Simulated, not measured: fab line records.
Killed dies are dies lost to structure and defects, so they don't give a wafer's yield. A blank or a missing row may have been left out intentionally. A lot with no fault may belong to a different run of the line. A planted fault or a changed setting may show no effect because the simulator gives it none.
Comparing a struck lot with a sound one + flow nandHarc + 24 out of 1159 route steps
Sound: these wafers, L326.2, L326.3, L326.4. The struck wafers were L337.4, L337.5. The cause is given at the end.
Each step with rows lists, per side, the tool, then ch with its chambers, then its first start. Under that, the readings that differ: sound wafers + struck wafers + difference of the means + sigmas: that difference in standard deviations of wafers without a fault.
alike: readings whose means differ by less than 2 such deviations, and words and numbers that are the same on both sides. not compared: withheld readings, readings that some wafer has no value for, bounds like >300 that may hide the same value, and numbers for which the record gives no deviation and whose values overlap.
Wherever a step has rows on one side only, a row that says differs or no value, or a row with sigmas, the two part there. Non-overlapping numbers with no deviation appear without sigmas and do not part them. A reading missing from all wafers of one side parts the sides only when that side holds two or more wafers.

first, 1 step without rows for these wafers: NHARC_A_CHANNEL_HOLE_D1_ETCH_39 (etches the open film in N2/H2, target depth 260 nm, time 325 s).
NHARC_A_CHANNEL_HOLE_D1_ETCH_34: etches the open film in CF4/CHF3, target depth 154 nm, time 77 s.
  sound: rieDiel-13 ch 0,1,2; struck: rieDiel-13 ch 1,2
  alike: cf4FlowSccm, drypumpMotorCurrentA, oesProductAu, rfVppV, showerheadPlenumPTorr, throttleValvePct
  not compared: rfHoursCounterH
NHARC_A_CHANNEL_HOLE_D1_ETCH_16: etches the open film in O2/COS, target depth 3100 nm, time 806 s.
  sound: rieDiel-13 ch 1,2,3; struck: rieDiel-13 ch 0,2
  alike: drypumpMotorCurrentA, oesProductAu, rfVppV, showerheadPlenumPTorr, throttleValvePct
  not compared: rfHoursCounterH
NHARC_A_CHANNEL_HOLE_D1_CD_MEAS_18:
  sound: cdSem-02 at day 10 22:33; struck: cdSem-03 at day 11 20:25
  alike: cdNm
then, 1 step without rows for these wafers: NHARC_A_CHANNEL_HOLE_D1_ETCH_19 (etches the open film in C4F8/O2/Ar, time 34.5 s).
NHARC_A_CHANNEL_HOLE_D1_ETCH_20: etches the open film in C4F8/O2/Ar, time 361.9 s, target depth 1600 nm.
  sound on harEtch-02 ch 0,1, day 10 22:45; struck on harEtch-02 ch 0, day 12 01:31
  alike: drypumpMotorCurrentA, showerheadPlenumPTorr, throttleValvePct
  not compared: rfHoursCounterH
then, 1 step without rows for these wafers: NHARC_A_CHANNEL_HOLE_D1_ETCH_21 (etches the open film in C4F8/O2/Ar, time 514.3 s, target depth 1600 nm).
NHARC_A_CHANNEL_HOLE_D1_ETCH_22: etches the open film in C4F8/O2/Ar, time 666.7 s, target depth 1600 nm.
  sound on harEtch-02 ch 0,1, day 10 23:30; struck on harEtch-02 ch 0, day 12 02:25
  alike: drypumpMotorCurrentA, showerheadPlenumPTorr, throttleValvePct
  not compared: rfHoursCounterH
then, 2 steps without rows for these wafers: NHARC_A_CHANNEL_HOLE_D1_ETCH_23 (etches the open film in C4F8/O2/Ar, time 819 s, target depth 1600 nm); NHARC_A_CHANNEL_HOLE_D1_ETCH_24 (etches the open film in C4F8/O2/Ar, time 906.2 s, target depth 1500 nm).
NHARC_A_CHANNEL_HOLE_D1_ETCH_25: etches the open film in C4F8/O2/Ar, time 1040.2 s, target depth 1500 nm.
  sound on harEtch-02 ch 0,1, day 11 01:32; struck on harEtch-02 ch 0, day 12 04:36
  alike: drypumpMotorCurrentA, showerheadPlenumPTorr, throttleValvePct
  not compared: rfHoursCounterH
then, 1 step without rows for these wafers: NHARC_A_CHANNEL_HOLE_D1_ETCH_26 (etches the open film in C4F8/O2/Ar, time 224.1 s, target depth 300 nm).
NHARC_A_CHANNEL_HOLE_D1_ETCH_33: etches the open film in C4F8/O2/Ar, time 90 s, target depth 400 nm.
  sound on harEtch-02 ch 0,1, day 11 02:37; struck on harEtch-02 ch 0, day 12 05:20
  alike: drypumpMotorCurrentA, showerheadPlenumPTorr, throttleValvePct
  not compared: rfHoursCounterH
then, 7 steps without rows for these wafers: NHARC_A_CHANNEL_HOLE_D1_STRIP_41 (strips in N2/H2); NHARC_A_CHANNEL_HOLE_D1_STRIP_42 (strips in CF4/CHF3); NHARC_A_CHANNEL_HOLE_D1_STRIP_43 (strips in O2/COS); NHARC_A_CHANNEL_HOLE_D1_ETCH_44 (etches the open film in CF4/O2, target depth 140 nm, overetch 14 nm, time 77 s); NHARC_A_CHANNEL_HOLE_D1_STRIP_27 (strips in O2); NHARC_A_CHANNEL_HOLE_D1_PRECLEAN_28 (cleans in SC1); NHARC_A_CHANNEL_HOLE_D1_SRD_29.
NHARC_A_CHANNEL_HOLE_D1_CD_MEAS_30:
  sound: cdSem-01 at day 11 04:20; struck: cdSem-03 at day 12 06:47
  alike: cdNm
following that, these wafers have no rows for 1 step: NHARC_A_CHANNEL_HOLE_D1_XSEM_31.
NHARC_A_CHANNEL_HOLE_D1_INSPECT_40:
  sound: defectInspect-02 at day 11 04:32; struck: defectInspect-01 at day 12 07:09
| reading        | sound    | struck    | difference | sigmas |
|----------------|----------|-----------|------------|--------|
| rawDefectCount | 40 59 53 | 1109 1170 | +1089      | +73    |
  not compared: hold
-- record jumps: 15 days between struck wafers' starts before vs after; left off in module A_CHANNEL_HOLE_D1, resumes in module END, first step shown is number 1159 of the route --
NHARC_END_SORT_01:
  here the record holds rows for the struck wafers (prober-02 ch 0, day 27 01:32) but none for the sound ones

WHERE THEY PART
First at NHARC_A_CHANNEL_HOLE_D1_INSPECT_40; last, within this record, at NHARC_END_SORT_01.

WHY: what had been put in by the simulator
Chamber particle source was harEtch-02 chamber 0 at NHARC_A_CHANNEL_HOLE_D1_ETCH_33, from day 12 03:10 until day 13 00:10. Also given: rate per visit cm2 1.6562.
